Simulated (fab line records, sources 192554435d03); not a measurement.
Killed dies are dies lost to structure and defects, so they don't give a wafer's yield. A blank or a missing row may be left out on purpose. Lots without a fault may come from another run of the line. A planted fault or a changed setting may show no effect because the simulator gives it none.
Split-lot experiment | flow n5_finfet | 7 lots, 21 wafers read, on a route of 1938 steps

THE SPLIT
At N5_PMOS_HMC_CHANNEL_EPI_PEB_07 (peb time 60 s), the setting peb_temp_c was moved away from the recipe's 110 C on 7 of the 21 wafers read, by -2.2% to +1.9%. The other wafers ran this setting at the recipe's value.

FROM THE SPLIT TO THE READING: what the file shows between them, 1 step
- N5_PMOS_HMC_CHANNEL_EPI_DEVELOP_08: develop time 30 s

THE READING
cd_nm, in nm, at N5_PMOS_HMC_CHANNEL_EPI_CD_MEAS_09 (target cd 237.4 nm). Fault-free wafers of this fab line usually give 237.5 nm, standard deviation 1.2 nm.

wafer  | tool, chamber at the split | peb_temp_c as run, C | against the recipe | cd_nm, nm | against lot-mates on the recipe
L075.1 | litho_track-02, 0          | 107.6                | -2.2%              | 230.0     | -5.6
L075.3 | litho_track-02, 0          | 107.6                | -2.2%              | 228.7     | -6.9
L075.6 | litho_track-02, 0          | 110                  | recipe             | 235.6     | -
L076.1 | litho_track-04, 0          | 108.6                | -1.3%              | 234.7     | -3.2
L076.2 | litho_track-04, 0          | 110                  | recipe             | 237.8     | -
L076.6 | litho_track-04, 0          | 110                  | recipe             | 238.1     | -
L085.4 | litho_track-04, 0          | 110                  | recipe             | 237.2     | -
L085.5 | litho_track-04, 0          | 110                  | recipe             | 237.7     | -
L085.6 | litho_track-04, 0          | 110                  | recipe             | 237.2     | -
L091.4 | litho_track-01, 0          | 108.7                | -1.2%              | 234.5     | -4.8
L091.5 | litho_track-01, 0          | 108.7                | -1.2%              | 232.6     | -6.7
L091.6 | litho_track-01, 0          | 110                  | recipe             | 239.3     | -
L094.1 | litho_track-04, 0          | 110                  | recipe             | 238.0     | -
L094.2 | litho_track-04, 0          | 110                  | recipe             | 237.4     | -
L094.3 | litho_track-04, 0          | 110                  | recipe             | 237.0     | -
L095.2 | litho_track-01, 0          | 112.1                | +1.9%              | 245.0     | +5.8
L095.3 | litho_track-01, 0          | 112.1                | +1.9%              | 243.0     | +3.8
L095.6 | litho_track-01, 0          | 110                  | recipe             | 239.2     | -
L097.1 | litho_track-01, 0          | 110                  | recipe             | 236.3     | -
L097.3 | litho_track-01, 0          | 110                  | recipe             | 236.6     | -
L097.4 | litho_track-01, 0          | 110                  | recipe             | 237.0     | -

THE FIT
A straight line over all 21 wafers: cd_nm changes by +3.45 nm for each +1% of peb_temp_c; r = +0.96; the points scatter about the line by 1.1 nm.
The same after taking each lot's own level away (the mean of its wafers on the recipe; 21 wafers): +2.93 nm for each +1%; r = +0.96; scatter 0.92 nm.
On that fit, the largest move of peb_temp_c shifts the reading by 6.4 nm.
The lots' own levels span 235.60 to 239.30 nm, that is 3.1 times the standard deviation above.
So the lot-to-lot level changes the slope: the two fits differ.
Check: with one of the wafers moved furthest among these (-2.2%) left out of the fit, the line predicts -6.99 nm for it against its lot-mates. It came out at -5.6 nm against them.

OTHER SPLITS ON THESE WAFERS
These wafers also went through other splits before the reading. Each is held against what the fit with the lots' levels taken away leaves over:
other split on the same wafers | wafers away from the commonest value | r with cd_nm (lot level and that fit taken away)
N5_WELL_APT_COAT_02 spin_rpm   | 4                                    | -0.13

THE WHOLE CHAIN: every reading that the file lists as answering this split, in the file's order
step                               | what it does                                                      | reading                                                                     | change (the file's fit)              | r (the file's)
N5_PMOS_HMC_CHANNEL_EPI_CD_MEAS_09 | target cd 237.4 nm                                                | cd_nm                                                                       | +2.95 nm for each +1% of the setting | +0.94
N5_PMOS_HMC_CHANNEL_EPI_DESCUM_14  | chemistry O2, time 7.9 s                                          | PMOS_HMC_CHANNEL_EPI.cd_nm (the simulator's own value, which no gauge read) | +3.12 nm for each +1% of the setting | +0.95
N5_PMOS_HMC_CHANNEL_EPI_HM_OPEN_15 | chemistry CHF3/O2, target SiO2, target depth 40.6 nm, time 20.3 s | PMOS_HMC_CHANNEL_EPI.cd_nm (the simulator's own value, which no gauge read) | +3.16 nm for each +1% of the setting | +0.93

THE FILE'S OWN FIT
cd_nm changes by +2.95 nm for each +1% of peb_temp_c, r = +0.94.
